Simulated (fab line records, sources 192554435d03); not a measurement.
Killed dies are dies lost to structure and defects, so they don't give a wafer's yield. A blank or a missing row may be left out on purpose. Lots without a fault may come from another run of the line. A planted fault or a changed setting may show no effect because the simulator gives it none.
Split-lot experiment | flow n5_finfet | 7 lots, 39 wafers read, on a route of 1938 steps

THE SPLIT
At N5_BEOL_M6_TRENCH_ETCH_37 (etches SiCOH lowk in C4F6/O2, target depth 94.435 nm, time 31.5 s), the setting target_depth_a was moved away from the recipe's 944.35 angstrom on 15 of the 39 wafers read, by +25.6% to +48.0%. The other wafers ran this setting at the recipe's value.

FROM THE SPLIT TO THE READING: what the file shows between them, 11 steps
- N5_BEOL_M6_ETCH_41: etches SiCN in CH3F/O2, target depth 29.7 nm, time 52 s
- N5_BEOL_M6_STRIP_80: strips in N2/H2, time 10 s
- N5_BEOL_M6_OCD_MEAS_38
- N5_BEOL_M6_HM_STRIP_39: strips TiN in peroxide tin strip, target depth 25 nm, time 158 s
- N5_BEOL_M6_SRD_40: time 30 s
- N5_BEOL_M6_ECD_50: material Cu, target thk 300 nm
- N5_BEOL_M6_ANNEAL_51: time 90 s
- N5_BEOL_M6_CMP_52: polishes, stops on SiCOH lowk, t overpolish 6.9 s, target thk 80 nm
- N5_BEOL_M6_THK_MEAS_53: measures by xrf
- N5_BEOL_M6_PRE_CLEAN_55: time 15 s
- N5_BEOL_M6_DEP_56: deposits SiCN from 3MS/NH3, target thk 10 nm, time 17.5 s

THE READING
M6_RS, in ohm/sq, at N5_BEOL_M6_RS_MEAS_57 (measures by four-point-probe). Fault-free wafers of this fab line usually give 0.294 ohm/sq, standard deviation 0.011 ohm/sq.

wafer  | tool, chamber at the split | target_depth_a as run, angstrom | against the recipe | M6_RS, ohm/sq | against lot-mates on the recipe
L080.1 | rie_diel-05, 2             | 944.35                          | recipe             | 0.286         | -
L080.2 | rie_diel-05, 1             | 1398                            | +48.0%             | 0.183         | -0.122
L080.3 | rie_diel-05, 3             | 1398                            | +48.0%             | 0.172         | -0.133
L080.4 | rie_diel-05, 0             | 944.35                          | recipe             | 0.318         | -
L080.5 | rie_diel-05, 0             | 944.35                          | recipe             | 0.311         | -
L080.6 | rie_diel-05, 3             | 1398                            | +48.0%             | 0.174         | -0.131
L079.1 | rie_diel-03, 0             | 944.35                          | recipe             | 0.291         | -
L079.2 | rie_diel-03, 3             | 944.35                          | recipe             | 0.287         | -
L079.3 | rie_diel-03, 2             | 944.35                          | recipe             | 0.283         | -
L079.4 | rie_diel-03, 1             | 944.35                          | recipe             | 0.283         | -
L079.5 | rie_diel-03, 0             | 944.35                          | recipe             | 0.293         | -
L079.6 | rie_diel-03, 3             | 944.35                          | recipe             | 0.287         | -
L083.2 | rie_diel-03, 0             | 944.35                          | recipe             | 0.300         | -
L083.4 | rie_diel-03, 3             | 944.35                          | recipe             | 0.291         | -
L083.6 | rie_diel-03, 0             | 944.35                          | recipe             | 0.299         | -
L084.1 | rie_diel-05, 3             | 944.35                          | recipe             | 0.288         | -
L084.2 | rie_diel-05, 1             | 1297                            | +37.3%             | 0.202         | -0.100
L084.3 | rie_diel-05, 3             | 944.35                          | recipe             | 0.294         | -
L084.4 | rie_diel-05, 1             | 944.35                          | recipe             | 0.323         | -
L084.5 | rie_diel-05, 1             | 1297                            | +37.3%             | 0.201         | -0.101
L084.6 | rie_diel-05, 3             | 1297                            | +37.3%             | 0.193         | -0.109
L091.1 | rie_diel-01, 2             | 944.35                          | recipe             | 0.279         | -
L091.2 | rie_diel-01, 3             | 1262                            | +33.6%             | 0.200         | -0.081
L091.3 | rie_diel-01, 1             | 1262                            | +33.6%             | 0.200         | -0.081
L091.4 | rie_diel-01, 1             | 944.35                          | recipe             | 0.290         | -
L091.5 | rie_diel-01, 2             | 944.35                          | recipe             | 0.274         | -
L091.6 | rie_diel-01, 3             | 1262                            | +33.6%             | 0.199         | -0.082
L092.1 | rie_diel-03, 3             | 944.35                          | recipe             | 0.287         | -
L092.2 | rie_diel-03, 0             | 1186                            | +25.6%             | 0.215         | -0.066
L092.3 | rie_diel-03, 1             | 1186                            | +25.6%             | 0.207         | -0.074
L092.4 | rie_diel-03, 2             | 1186                            | +25.6%             | 0.214         | -0.067
L092.5 | rie_diel-03, 2             | 944.35                          | recipe             | 0.284         | -
L092.6 | rie_diel-03, 1             | 944.35                          | recipe             | 0.273         | -
L097.1 | rie_diel-05, 2             | 1307                            | +38.4%             | 0.185         | -0.111
L097.2 | rie_diel-05, 0             | 944.35                          | recipe             | 0.301         | -
L097.3 | rie_diel-05, 3             | 1307                            | +38.4%             | 0.188         | -0.108
L097.4 | rie_diel-05, 0             | 944.35                          | recipe             | 0.306         | -
L097.5 | rie_diel-05, 2             | 1307                            | +38.4%             | 0.187         | -0.109
L097.6 | rie_diel-05, 3             | 944.35                          | recipe             | 0.281         | -

THE FIT
A straight line over all 39 wafers: M6_RS changes by -0.0026 ohm/sq for each +1% of target_depth_a; r = -0.97; the points scatter about the line by 0.011 ohm/sq.
The same after taking each lot's own level away (the mean of its wafers on the recipe; 39 wafers): -0.00269 ohm/sq for each +1%; r = -0.99; scatter 0.0083 ohm/sq.
On that fit, the largest move of target_depth_a shifts the reading by 0.13 ohm/sq.
The lots' own levels span 0.2810 to 0.3050 ohm/sq, that is 2.2 times the standard deviation above.
So the lot-to-lot level changes the slope little: the two slopes agree.
Check: with one of the wafers moved furthest among these (+48.0%) left out of the fit, the line predicts -0.13 ohm/sq for it against its lot-mates. It came out at -0.122 ohm/sq against them.

OTHER SPLITS ON THESE WAFERS
These wafers also went through other splits before the reading. Each is held against what the fit with the lots' levels taken away leaves over:
other split on the same wafers             | wafers away from the commonest value | r with M6_RS (lot level and that fit taken away)
N5_ZERO_LAYER_PECVD_02 time_s              | 15                                   | +0.37
N5_MOL_CONTACT_COAG_ETCH_15 target_depth_a | 9                                    | -0.04

THE WHOLE CHAIN: every reading that the file lists as answering this split, in the file's order
step                      | what it does                                                        | reading                                                                          | change (the file's fit)               | r (the file's)
N5_BEOL_M6_TRENCH_ETCH_37 | etches SiCOH lowk in C4F6/O2, target depth 94.435 nm, time 31.5 s   | BEOL_M6.feature_depth_nm (the simulator's own value, which no gauge read)        | +0.927 nm for each +1% of the setting | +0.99
N5_BEOL_M6_TRENCH_ETCH_37 | etches SiCOH lowk in C4F6/O2, target depth 94.435 nm, time 31.5 s   | etch.depth_nm (the simulator's own value, which no gauge read)                   | +0.927 nm for each +1% of the setting | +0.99
N5_BEOL_M6_TRENCH_ETCH_37 | etches SiCOH lowk in C4F6/O2, target depth 94.435 nm, time 31.5 s   | TiN_of_BEOL_M6_HM_DEP_02.thk_nm (the simulator's own value, which no gauge read) | -0.03 nm for each +1% of the setting  | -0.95
N5_BEOL_M6_OCD_MEAS_38    |                                                                     | trench_depth_nm                                                                  | +0.93 nm for each +1% of the setting  | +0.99
N5_BEOL_M6_CMP_52         | polishes, stops on SiCOH lowk, t overpolish 6.9 s, target thk 80 nm | Cu_of_BEOL_M6_ECD_50.thk_nm (the simulator's own value, which no gauge read)     | +0.928 nm for each +1% of the setting | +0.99
N5_BEOL_M6_THK_MEAS_53    | measures by xrf                                                     | M6_THK                                                                           | +0.929 for each +1% of the setting    | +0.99
N5_BEOL_M6_RS_MEAS_57     | measures by four-point-probe                                        | M6_RS                                                                            | -0.00269 for each +1% of the setting  | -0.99

THE FILE'S OWN FIT
M6_RS changes by -0.00269 ohm/sq for each +1% of target_depth_a, r = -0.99.
